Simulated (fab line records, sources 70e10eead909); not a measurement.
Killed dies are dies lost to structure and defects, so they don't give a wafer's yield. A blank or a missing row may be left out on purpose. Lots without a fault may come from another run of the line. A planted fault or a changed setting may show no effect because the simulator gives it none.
Which tool did it? | flow nand_harc | 22 lots, 66 wafers sampled, at 6 steps of a route of 1302

WHAT THE GAUGES READ, wafer by wafer
The record holds no reading of a measuring or inspecting step that can be judged against a usual standard deviation.

WHICH TOOL RAN EACH LOT (tool, then ch and the chambers of the sampled wafers, then the start)
lot  | NHARC_A_STAIRCASE_TRIM_202                    | NHARC_A_STAIRCASE_ETCH_221                    | NHARC_A_STAIRCASE_TRIM_226                    | NHARC_A_STAIRCASE_TRIM_231                    | NHARC_A_STAIRCASE_DESCUM_252       | NHARC_A_STAIRCASE_STRIP_274
L076 | rie_diel-02 ch 1,2, day 17 01:55 or earlier   | rie_diel-03 ch 0,1, day 17 01:55 or earlier   | rie_diel-03 ch 0,2,3, day 17 01:55 or earlier | rie_diel-02 ch 0,1, day 17 01:55 or earlier   | rie_diel-02 ch 1,2, day 17 01:55   | rie_diel-03 ch 0,2,3, no start
L075 | rie_diel-03 ch 0,1,3, day 17 02:14 or earlier | rie_diel-02 ch 2,3, day 17 02:14 or earlier   | rie_diel-02 ch 0,3, day 17 02:14 or earlier   | rie_diel-02 ch 1,2,3, day 17 02:14 or earlier | rie_diel-02 ch 0,1, day 17 02:14   | rie_diel-11 ch 0,1,3, day 17 10:49
L077 | rie_diel-11 ch 0,1,2, day 17 11:32 or earlier | rie_diel-02 ch 1,2,3, day 17 11:32 or earlier | rie_diel-02 ch 1,2,3, day 17 11:32 or earlier | rie_diel-11 ch 1,2,3, day 17 11:32 or earlier | rie_diel-03 ch 0,1,2, day 17 11:32 | rie_diel-11 ch 0,2,3, no start
L078 | rie_diel-11 ch 0,1,3, day 18 08:01 or earlier | rie_diel-02 ch 0,1,3, day 18 08:01 or earlier | rie_diel-02 ch 0,2,3, day 18 08:01 or earlier | rie_diel-11 ch 0,1,2, day 18 08:01 or earlier | rie_diel-02 ch 0,1,3, day 18 08:01 | rie_diel-03 ch 0,1,3, no start
L079 | rie_diel-11 ch 0,2, day 18 17:38 or earlier   | rie_diel-02 ch 0,1,3, day 18 17:38 or earlier | rie_diel-02 ch 0,1,3, day 18 17:38 or earlier | rie_diel-11 ch 0,1,2, day 18 17:38 or earlier | rie_diel-11 ch 2,3, day 18 17:38   | rie_diel-11 ch 1,2, no start
L080 | rie_diel-03 ch 1,3, day 19 15:07 or earlier   | rie_diel-02 ch 0,2,3, day 19 15:07 or earlier | rie_diel-02 ch 1,3, day 19 15:07 or earlier   | rie_diel-11 ch 1,3, day 19 15:07 or earlier   | rie_diel-11 ch 1,2, day 19 15:07   | rie_diel-02 ch 0,1, no start
L081 | rie_diel-11 ch 1,2,3, day 19 20:22 or earlier | rie_diel-02 ch 2,3, day 19 20:22 or earlier   | rie_diel-02 ch 0,2,3, day 19 20:22 or earlier | rie_diel-02 ch 0,2, day 19 20:22 or earlier   | rie_diel-03 ch 0,2, day 19 20:22   | rie_diel-11 ch 0,3, day 20 03:43
L084 | rie_diel-11 ch 0,3, day 20 08:23 or earlier   | rie_diel-11 ch 0,3, day 20 08:23 or earlier   | rie_diel-11 ch 1,2, day 20 08:23 or earlier   | rie_diel-11 ch 2,3, day 20 08:23 or earlier   | rie_diel-11 ch 1,2,3, day 20 08:23 | rie_diel-02 ch 0,1, no start
L082 | rie_diel-02 ch 0,2,3, day 20 08:37 or earlier | rie_diel-11 ch 0,2, day 20 08:37 or earlier   | rie_diel-11 ch 1,2,3, day 20 08:37 or earlier | rie_diel-02 ch 0,2, day 20 08:37 or earlier   | rie_diel-02 ch 0,1,3, day 20 08:37 | rie_diel-02 ch 1,2,3, no start
L083 | rie_diel-02 ch 0,2,3, day 20 15:15 or earlier | rie_diel-11 ch 0,2,3, day 20 15:15 or earlier | rie_diel-11 ch 0,1,3, day 20 15:15 or earlier | rie_diel-11 ch 0,1,3, day 20 15:15 or earlier | rie_diel-03 ch 0,2,3, day 20 15:15 | rie_diel-11 ch 0,1,3, no start
L086 | rie_diel-03 ch 0,2,3, day 21 03:35 or earlier | rie_diel-11 ch 0,2, day 21 03:35 or earlier   | rie_diel-11 ch 0,1, day 21 03:35 or earlier   | rie_diel-02 ch 0,2,3, day 21 03:35 or earlier | rie_diel-02 ch 0,2, day 21 03:35   | rie_diel-11 ch 0,1, no start
L085 | rie_diel-11 ch 0,1,3, day 21 09:49 or earlier | rie_diel-03 ch 0,1,2, day 21 09:49 or earlier | rie_diel-03 ch 1,2,3, day 21 09:49 or earlier | rie_diel-02 ch 0,2,3, day 21 09:49 or earlier | rie_diel-02 ch 0,1,2, day 21 09:49 | rie_diel-11 ch 0,1,3, no start
L087 | rie_diel-11 ch 0,3, day 21 09:25 or earlier   | rie_diel-02 ch 0,2,3, day 21 09:25 or earlier | rie_diel-02 ch 0,2,3, day 21 09:25 or earlier | rie_diel-11 ch 0,1,3, day 21 09:25 or earlier | rie_diel-02 ch 0,3, day 21 09:25   | rie_diel-02 ch 0,2, no start
L088 | rie_diel-02 ch 0,2,3, day 22 20:44 or earlier | rie_diel-03 ch 0,3, day 22 20:44 or earlier   | rie_diel-03 ch 0,3, day 22 20:44 or earlier   | rie_diel-03 ch 0,1,3, day 22 20:44 or earlier | rie_diel-03 ch 0,1,3, day 22 20:44 | rie_diel-11 ch 1,2,3, no start
L091 | rie_diel-03 ch 0,1,3, day 23 05:53 or earlier | rie_diel-11 ch 1,2,3, day 23 05:53 or earlier | rie_diel-11 ch 1,2,3, day 23 05:53 or earlier | rie_diel-11 ch 1,2,3, day 23 05:53 or earlier | rie_diel-11 ch 1,2,3, day 23 05:53 | rie_diel-02 ch 0,2,3, no start
L090 | rie_diel-11 ch 1,2, day 23 10:41 or earlier   | rie_diel-03 ch 2,3, day 23 10:41 or earlier   | rie_diel-03 ch 0,3, day 23 10:41 or earlier   | rie_diel-03 ch 0,2, day 23 10:41 or earlier   | rie_diel-02 ch 0,1,3, day 23 10:41 | rie_diel-11 ch 0,1,2, no start
L092 | rie_diel-02 ch 0,2, day 23 16:52 or earlier   | rie_diel-03 ch 0,1,2, day 23 16:52 or earlier | rie_diel-03 ch 0,2,3, day 23 16:52 or earlier | rie_diel-02 ch 0,2, day 23 16:52 or earlier   | rie_diel-11 ch 0,1,2, day 23 16:52 | rie_diel-02 ch 0,1,3, no start
L093 | rie_diel-02 ch 0,2,3, day 24 14:40 or earlier | rie_diel-11 ch 2,3, day 24 14:40 or earlier   | rie_diel-11 ch 1,2,3, day 24 14:40 or earlier | rie_diel-03 ch 0,1,2, day 24 14:40 or earlier | rie_diel-02 ch 0,2,3, day 24 14:40 | rie_diel-03 ch 0,1,3, no start
L094 | rie_diel-03 ch 0,1, day 24 20:02 or earlier   | rie_diel-02 ch 0,1,3, day 24 20:02 or earlier | rie_diel-02 ch 0,3, day 24 20:02 or earlier   | rie_diel-02 ch 1,3, day 24 20:02 or earlier   | rie_diel-11 ch 0,1, day 24 20:02   | rie_diel-11 ch 1,3, day 25 02:13
L096 | rie_diel-11 ch 0,1,2, day 25 06:37 or earlier | rie_diel-11 ch 0,2,3, day 25 06:37 or earlier | rie_diel-11 ch 0,1, day 25 06:37 or earlier   | rie_diel-11 ch 0,1,2, day 25 06:37 or earlier | rie_diel-11 ch 0,2, day 25 06:37   | rie_diel-11 ch 0,3, no start
L095 | rie_diel-03 ch 0,1,2, day 25 06:54 or earlier | rie_diel-11 ch 0,2,3, day 25 06:54 or earlier | rie_diel-11 ch 0,2, day 25 06:54 or earlier   | rie_diel-11 ch 0,1,2, day 25 06:54 or earlier | rie_diel-11 ch 0,1,2, day 25 06:54 | rie_diel-11 ch 0,1,2, no start
L097 | rie_diel-02 ch 0,1,3, day 25 19:18 or earlier | rie_diel-02 ch 0,1,3, day 25 19:18 or earlier | rie_diel-02 ch 0,1,2, day 25 19:18 or earlier | rie_diel-11 ch 1,2,3, day 25 19:18 or earlier | rie_diel-02 ch 0,1,2, day 25 19:18 | rie_diel-11 ch 0,2, no start
- NHARC_A_STAIRCASE_TRIM_202: chemistry O2, time 211.2 s.
- NHARC_A_STAIRCASE_ETCH_221: etches the open film in C4F8/O2, target depth 100 nm, time 40.5 s.
- NHARC_A_STAIRCASE_TRIM_226: chemistry O2, time 211.2 s.
- NHARC_A_STAIRCASE_TRIM_231: chemistry O2, time 211.2 s.
- NHARC_A_STAIRCASE_DESCUM_252: chemistry O2, time 3 s.
- NHARC_A_STAIRCASE_STRIP_274: strips in O2.

WHAT THE TOOLS THEMSELVES READ (means of the sampled wafers that have a number; where no wafer has one, the mark that the record gives instead)
NHARC_A_STAIRCASE_TRIM_202. Usual: drypump_motor_current_A 5.6 A, standard deviation 0.43; oes_product_au 0.997 a.u., standard deviation 0.011; rf_vpp_V 57.6 V, standard deviation 0.87; showerhead_plenum_p_Torr 3.47 Torr, standard deviation 0.14; throttle_valve_pct 17.038 %, standard deviation 0.0088.
lot  | tool        | drypump_motor_current_A (A) | oes_product_au (a.u.) | rf_vpp_V (V) | showerhead_plenum_p_Torr (Torr) | throttle_valve_pct (%) | flag
L076 | rie_diel-02 | 5.8                         | 0.994                 | 58.0         | 3.69                            | 17.037                 |
L075 | rie_diel-03 | 5.7                         | 0.985                 | 57.2         | 3.43                            | 17.036                 |
L077 | rie_diel-11 | 5.8                         | 0.997                 | 57.3         | 3.38                            | 17.037                 |
L078 | rie_diel-11 | 5.9                         | 0.994                 | 57.7         | 3.37                            | 17.039                 |
L079 | rie_diel-11 | 6.0                         | 0.988                 | 57.9         | 3.43                            | 17.035                 |
L080 | rie_diel-03 | 5.3                         | 0.990                 | 57.5         | 3.39                            | 17.047                 |
L081 | rie_diel-11 | 5.6                         | 1.010                 | 57.8         | 3.35                            | 17.035                 |
L084 | rie_diel-11 | 6.0                         | 1.000                 | 57.2         | 3.39                            | 17.045                 |
L082 | rie_diel-02 | 5.1                         | 0.996                 | 57.9         | 3.50                            | 17.047                 |
L083 | rie_diel-02 | 5.1                         | 0.998                 | 58.2         | 3.50                            | 17.036                 |
L086 | rie_diel-03 | 5.6                         | 0.987                 | 56.7         | 3.50                            | 17.042                 |
L085 | rie_diel-11 | 5.9                         | 1.009                 | 57.5         | 3.36                            | 17.034                 |
L087 | rie_diel-11 | 6.2                         | 0.994                 | 57.4         | 3.41                            | 17.030                 |
L088 | rie_diel-02 | 5.2                         | 0.997                 | 57.9         | 3.49                            | 17.042                 |
L091 | rie_diel-03 | 5.7                         | 0.981                 | 57.7         | 3.58                            | 17.028                 |
L090 | rie_diel-11 | 5.4                         | 1.011                 | 57.7         | 3.34                            | 17.042                 |
L092 | rie_diel-02 | 5.1                         | 0.999                 | 58.3         | 3.52                            | 17.030                 |
L093 | rie_diel-02 | 5.1                         | 0.991                 | 58.7         | 3.48                            | 17.041                 |
L094 | rie_diel-03 | 5.9                         | 0.984                 | 58.2         | 3.70                            | 17.037                 |
L096 | rie_diel-11 | 5.7                         | 1.008                 | 57.1         | 3.35                            | 17.043                 |
L095 | rie_diel-03 | 5.8                         | 0.995                 | 58.2         | 3.59                            | 17.044                 |
L097 | rie_diel-02 | 5.5                         | 0.995                 | 57.7         | 3.56                            | 17.041                 |

NHARC_A_STAIRCASE_ETCH_221. Usual: oes_product_au 0.943 a.u., standard deviation 0.012; rf_vpp_V 894 V, standard deviation 5.4.
lot  | tool        | oes_product_au (a.u.) | rf_vpp_V (V) | flag
L076 | rie_diel-03 | 0.943                 | 890          |
L075 | rie_diel-02 | 0.961                 | 895          |
L077 | rie_diel-02 | 0.957                 | 897          |
L078 | rie_diel-02 | 0.956                 | 898          |
L079 | rie_diel-02 | 0.950                 | 898          |
L080 | rie_diel-02 | 0.950                 | 895          |
L081 | rie_diel-02 | 0.946                 | 895          |
L084 | rie_diel-11 | 0.947                 | 892          |
L082 | rie_diel-11 | 0.925                 | 892          |
L083 | rie_diel-11 | 0.930                 | 892          |
L086 | rie_diel-11 | 0.938                 | 891          |
L085 | rie_diel-03 | 0.924                 | 899          |
L087 | rie_diel-02 | 0.949                 | 894          |
L088 | rie_diel-03 | 0.942                 | 895          |
L091 | rie_diel-11 | 0.947                 | 889          |
L090 | rie_diel-03 | 0.958                 | 894          |
L092 | rie_diel-03 | 0.950                 | 899          |
L093 | rie_diel-11 | 0.952                 | 889          |
L094 | rie_diel-02 | 0.942                 | 897          |
L096 | rie_diel-11 | 0.934                 | 890          |
L095 | rie_diel-11 | 0.927                 | 890          |
L097 | rie_diel-02 | 0.927                 | 897          |

NHARC_A_STAIRCASE_TRIM_226. Usual: drypump_motor_current_A 5.6 A, standard deviation 0.43; oes_product_au 0.999 a.u., standard deviation 0.0099; rf_vpp_V 57.6 V, standard deviation 0.85; showerhead_plenum_p_Torr 3.48 Torr, standard deviation 0.14; throttle_valve_pct 17.037 %, standard deviation 0.0091.
lot  | tool        | drypump_motor_current_A (A) | oes_product_au (a.u.) | rf_vpp_V (V) | showerhead_plenum_p_Torr (Torr) | throttle_valve_pct (%) | flag
L076 | rie_diel-03 | 5.6                         | 0.995                 | 57.4         | 3.51                            | 17.038                 |
L075 | rie_diel-02 | 5.2                         | 0.989                 | 57.2         | 3.53                            | 17.038                 |
L077 | rie_diel-02 | 5.5                         | 1.002                 | 57.9         | 3.58                            | 17.034                 |
L078 | rie_diel-02 | 5.1                         | 1.001                 | 57.9         | 3.50                            | 17.029                 |
L079 | rie_diel-02 | 5.5                         | 0.996                 | 58.4         | 3.59                            | 17.034                 |
L080 | rie_diel-02 | 5.5                         | 1.001                 | 57.0         | 3.55                            | 17.036                 |
L081 | rie_diel-02 | 5.1                         | 1.004                 | 57.5         | 3.50                            | 17.031                 |
L084 | rie_diel-11 | 5.4                         | 1.005                 | 57.2         | 3.35                            | 17.038                 |
L082 | rie_diel-11 | 5.6                         | 1.009                 | 57.2         | 3.34                            | 17.036                 |
L083 | rie_diel-11 | 5.9                         | 1.007                 | 57.5         | 3.36                            | 17.033                 |
L086 | rie_diel-11 | 6.1                         | 1.006                 | 57.1         | 3.39                            | 17.034                 |
L085 | rie_diel-03 | 5.5                         | 0.995                 | 57.8         | 3.58                            | 17.031                 |
L087 | rie_diel-02 | 5.1                         | 0.992                 | 57.6         | 3.49                            | 17.040                 |
L088 | rie_diel-03 | 5.8                         | 0.992                 | 57.0         | 3.50                            | 17.039                 |
L091 | rie_diel-11 | 5.6                         | 1.012                 | 57.0         | 3.33                            | 17.050                 |
L090 | rie_diel-03 | 5.4                         | 0.990                 | 57.4         | 3.47                            | 17.042                 |
L092 | rie_diel-03 | 5.6                         | 1.000                 | 58.6         | 3.48                            | 17.037                 |
L093 | rie_diel-11 | 5.6                         | 1.008                 | 57.7         | 3.33                            | 17.047                 |
L094 | rie_diel-02 | 5.2                         | 0.998                 | 57.2         | 3.49                            | 17.043                 |
L096 | rie_diel-11 | 6.1                         | 1.004                 | 57.0         | 3.37                            | 17.038                 |
L095 | rie_diel-11 | 6.0                         | 1.004                 | 58.6         | 3.41                            | 17.035                 |
L097 | rie_diel-02 | 5.4                         | 0.996                 | 58.0         | 3.58                            | 17.043                 |

NHARC_A_STAIRCASE_TRIM_231. Usual: drypump_motor_current_A 5.6 A, standard deviation 0.43; oes_product_au 0.998 a.u., standard deviation 0.0095; rf_vpp_V 57.7 V, standard deviation 0.94; showerhead_plenum_p_Torr 3.46 Torr, standard deviation 0.14; throttle_valve_pct 17.035 %, standard deviation 0.0094.
lot  | tool        | drypump_motor_current_A (A) | oes_product_au (a.u.) | rf_vpp_V (V) | showerhead_plenum_p_Torr (Torr) | throttle_valve_pct (%) | flag
L076 | rie_diel-02 | 5.9                         | 0.991                 | 59.3         | 3.71                            | 17.028                 |
L075 | rie_diel-02 | 5.4                         | 0.992                 | 58.1         | 3.58                            | 17.034                 |
L077 | rie_diel-11 | 5.6                         | 0.992                 | 56.8         | 3.35                            | 17.033                 |
L078 | rie_diel-11 | 5.8                         | 0.995                 | 57.1         | 3.38                            | 17.034                 |
L079 | rie_diel-11 | 5.7                         | 1.006                 | 58.0         | 3.38                            | 17.026                 |
L080 | rie_diel-11 | 5.7                         | 1.005                 | 56.9         | 3.31                            | 17.035                 |
L081 | rie_diel-02 | 5.0                         | 0.990                 | 59.0         | 3.53                            | 17.041                 |
L084 | rie_diel-11 | 5.7                         | 1.004                 | 57.7         | 3.37                            | 17.037                 |
L082 | rie_diel-02 | 5.1                         | 0.995                 | 58.2         | 3.54                            | 17.036                 |
L083 | rie_diel-11 | 5.9                         | 1.004                 | 57.2         | 3.36                            | 17.032                 |
L086 | rie_diel-02 | 5.1                         | 0.991                 | 57.8         | 3.49                            | 17.028                 |
L085 | rie_diel-02 | 5.1                         | 1.000                 | 58.8         | 3.49                            | 17.033                 |
L087 | rie_diel-11 | 5.9                         | 0.995                 | 57.6         | 3.36                            | 17.026                 |
L088 | rie_diel-03 | 5.7                         | 0.994                 | 57.9         | 3.59                            | 17.038                 |
L091 | rie_diel-11 | 5.6                         | 1.004                 | 58.2         | 3.33                            | 17.027                 |
L090 | rie_diel-03 | 5.9                         | 0.988                 | 57.6         | 3.51                            | 17.027                 |
L092 | rie_diel-02 | 5.1                         | 1.000                 | 57.5         | 3.52                            | 17.031                 |
L093 | rie_diel-03 | 5.8                         | 0.995                 | 57.3         | 3.60                            | 17.030                 |
L094 | rie_diel-02 | 5.9                         | 0.983                 | 57.9         | 3.64                            | 17.031                 |
L096 | rie_diel-11 | 5.7                         | 1.007                 | 56.8         | 3.35                            | 17.035                 |
L095 | rie_diel-11 | 5.7                         | 1.004                 | 57.5         | 3.35                            | 17.043                 |
L097 | rie_diel-11 | 5.6                         | 1.001                 | 57.7         | 3.32                            | 17.045                 |

NHARC_A_STAIRCASE_DESCUM_252. Usual: drypump_motor_current_A 5.6 A, standard deviation 0.45; oes_product_au 0.998 a.u., standard deviation 0.0093; rf_vpp_V 57.8 V, standard deviation 0.99; showerhead_plenum_p_Torr 1.88 Torr, standard deviation 0.083; throttle_valve_pct 11.310 %, standard deviation 0.0099.
lot  | tool        | drypump_motor_current_A (A) | oes_product_au (a.u.) | rf_vpp_V (V) | showerhead_plenum_p_Torr (Torr) | throttle_valve_pct (%) | flag
L076 | rie_diel-02 | 5.4                         | 1.000                 | 58.5         | 1.96                            | 11.307                 |
L075 | rie_diel-02 | 5.5                         | 0.992                 | 58.0         | 1.97                            | 11.312                 |
L077 | rie_diel-03 | 5.8                         | 0.991                 | 57.6         | 1.86                            | 11.318                 |
L078 | rie_diel-02 | 5.6                         | 1.006                 | 57.6         | 1.95                            | 11.312                 |
L079 | rie_diel-11 | 5.7                         | 0.991                 | 57.7         | 1.83                            | 11.314                 |
L080 | rie_diel-11 | 5.5                         | 1.008                 | 56.7         | 1.79                            | 11.309                 |
L081 | rie_diel-03 | 5.7                         | 0.983                 | 57.8         | 1.91                            | 11.312                 |
L084 | rie_diel-11 | 5.6                         | 1.009                 | 56.8         | 1.81                            | 11.312                 |
L082 | rie_diel-02 | 5.5                         | 0.991                 | 57.4         | 1.95                            | 11.309                 |
L083 | rie_diel-03 | 5.6                         | 0.996                 | 58.3         | 1.90                            | 11.313                 |
L086 | rie_diel-02 | 5.1                         | 1.000                 | 58.3         | 1.92                            | 11.310                 |
L085 | rie_diel-02 | 5.5                         | 0.995                 | 58.7         | 1.96                            | 11.316                 |
L087 | rie_diel-02 | 5.2                         | 1.001                 | 57.9         | 1.88                            | 11.302                 |
L088 | rie_diel-03 | 5.6                         | 0.993                 | 57.9         | 1.95                            | 11.296                 |
L091 | rie_diel-11 | 5.6                         | 1.000                 | 57.9         | 1.80                            | 11.317                 |
L090 | rie_diel-02 | 5.5                         | 1.001                 | 57.1         | 1.94                            | 11.311                 |
L092 | rie_diel-11 | 5.7                         | 1.010                 | 57.8         | 1.82                            | 11.302                 |
L093 | rie_diel-02 | 5.1                         | 0.999                 | 57.2         | 1.89                            | 11.305                 |
L094 | rie_diel-11 | 6.1                         | 0.999                 | 57.6         | 1.83                            | 11.310                 |
L096 | rie_diel-11 | 6.0                         | 1.003                 | 58.0         | 1.85                            | 11.308                 |
L095 | rie_diel-11 | 5.8                         | 1.008                 | 57.0         | 1.81                            | 11.312                 |
L097 | rie_diel-02 | 5.5                         | 0.989                 | 57.6         | 1.95                            | 11.301                 |

NHARC_A_STAIRCASE_STRIP_274. Usual: drypump_motor_current_A 5.7 A, standard deviation 0.43; oes_product_au 0.998 a.u., standard deviation 0.0092; rf_vpp_V 57.6 V, standard deviation 0.94; showerhead_plenum_p_Torr 3.44 Torr, standard deviation 0.13; throttle_valve_pct 17.037 %, standard deviation 0.0087.
lot  | tool        | drypump_motor_current_A (A) | oes_product_au (a.u.) | rf_vpp_V (V) | showerhead_plenum_p_Torr (Torr) | throttle_valve_pct (%) | flag
L076 | rie_diel-03 | 5.6                         | 0.992                 | 57.3         | 3.51                            | 17.036                 |
L075 | rie_diel-11 | 5.9                         | 0.999                 | 57.5         | 3.37                            | 17.045                 |
L077 | rie_diel-11 | 5.8                         | 0.996                 | 57.9         | 3.41                            | 17.032                 |
L078 | rie_diel-03 | 5.7                         | 0.997                 | 58.2         | 3.42                            | 17.045                 |
L079 | rie_diel-11 | 5.5                         | 1.002                 | 57.0         | 3.32                            | 17.037                 |
L080 | rie_diel-02 | 5.9                         | 0.996                 | 58.5         | 3.70                            | 17.036                 |
L081 | rie_diel-11 | 6.0                         | 1.007                 | 57.3         | 3.39                            | 17.037                 |
L084 | rie_diel-02 | 5.9                         | 0.993                 | 58.4         | 3.69                            | 17.039                 |
L082 | rie_diel-02 | 5.4                         | 0.993                 | 58.3         | 3.56                            | 17.032                 |
L083 | rie_diel-11 | 5.9                         | 1.003                 | 57.4         | 3.36                            | 17.039                 |
L086 | rie_diel-11 | 6.1                         | 0.999                 | 57.5         | 3.39                            | 17.038                 |
L085 | rie_diel-11 | 5.9                         | 1.004                 | 57.6         | 3.36                            | 17.034                 |
L087 | rie_diel-02 | 5.1                         | 0.997                 | 57.6         | 3.53                            | 17.039                 |
L088 | rie_diel-11 | 5.6                         | 1.013                 | 57.3         | 3.33                            | 17.041                 |
L091 | rie_diel-02 | 5.2                         | 0.997                 | 57.7         | 3.48                            | 17.031                 |
L090 | rie_diel-11 | 5.7                         | 1.005                 | 56.5         | 3.36                            | 17.040                 |
L092 | rie_diel-02 | 5.5                         | 0.988                 | 58.7         | 3.57                            | 17.036                 |
L093 | rie_diel-03 | 5.7                         | 0.987                 | 57.7         | 3.58                            | 17.035                 |
L094 | rie_diel-11 | 5.7                         | 1.008                 | 56.9         | 3.29                            | 17.036                 |
L096 | rie_diel-11 | 6.0                         | 0.999                 | 57.7         | 3.37                            | 17.037                 |
L095 | rie_diel-11 | 5.7                         | 1.002                 | 58.6         | 3.35                            | 17.042                 |
L097 | rie_diel-11 | 6.0                         | 0.987                 | 57.0         | 3.40                            | 17.025                 |

THE ANSWER, worked out from the rows above alone
Rule: a lot is off if the mean of its wafers that have a number lies more than 3 standard deviations from the usual mean. A lot without any number at a reading at which 4 lots or more have one is off too. The other lots that the step has rows for count as sound. The gauges are gone through in route order, then the tools' own readings, and for those a lot's mean is taken as printed above. The first step at which some lot is off is used, and at that step the reading that is off furthest; a lot without a number counts as furthest.
No lot is off at any reading shown: from this, nothing can be told.

WHAT THE SIMULATOR HAD PUT IN
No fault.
